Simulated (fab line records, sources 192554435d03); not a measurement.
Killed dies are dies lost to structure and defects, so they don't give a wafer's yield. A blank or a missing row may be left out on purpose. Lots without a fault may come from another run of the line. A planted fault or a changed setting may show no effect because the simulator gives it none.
Chamber matching | flow n5_finfet | N5_BEOL_M12_ETCH_59 on rie_diel-03: 4 sister chambers
The step etches BARC in N2/H2, target depth 89 nm, overetch 26.7 nm, time 67.9 s. 4 wafers are shown with their chamber, then 12 later ones without.

WAFERS WITH THEIR CHAMBER
wafer  | chamber | showerhead_plenum_p_Torr (Torr)
L086.4 | 0       | 2.70
L093.1 | 2       | 2.45
L093.3 | 3       | 2.66
L093.4 | 1       | 2.45

WAFERS WITHOUT THEIR CHAMBER
wafer  | showerhead_plenum_p_Torr (Torr)
L092.1 | 2.45
L092.2 | 2.66
L092.6 | 2.45
L095.2 | 2.45
L095.3 | 2.70
L095.5 | 2.45
L094.1 | 2.45
L094.5 | 2.70
L094.6 | 2.65
L096.1 | 2.45
L096.2 | 2.65
L096.5 | 2.70

WHICH CHAMBER EACH WENT THROUGH
wafer  | from the rows above     | in truth
L092.1 | can't be placed: 1 or 2 | 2
L092.2 | 3                       | 3
L092.6 | can't be placed: 1 or 2 | 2
L095.2 | can't be placed: 1 or 2 | 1
L095.3 | 0                       | 0
L095.5 | can't be placed: 1 or 2 | 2
L094.1 | can't be placed: 1 or 2 | 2
L094.5 | 0                       | 0
L094.6 | 3                       | 3
L096.1 | can't be placed: 1 or 2 | 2
L096.2 | 3                       | 3
L096.5 | 0                       | 0
Placed correctly: 6 of 12. Can't be placed from these rows: 6 (the true chamber is among the candidates in 6). Placed wrongly: 0.
How it was worked out, from the rows above alone: a wafer's distance from a chamber is the root of the sum, over the readings, of the square of ((its reading less the chamber's mean) divided by the reading's scatter). The wafer belongs to the nearest chamber; if the next one is less than 2 further off, it can't be placed. A chamber's mean is the mean of its shown wafers. The scatter: with one shown wafer a chamber, the root of the mean of the squares of how far each hidden wafer lies from its nearest shown one.
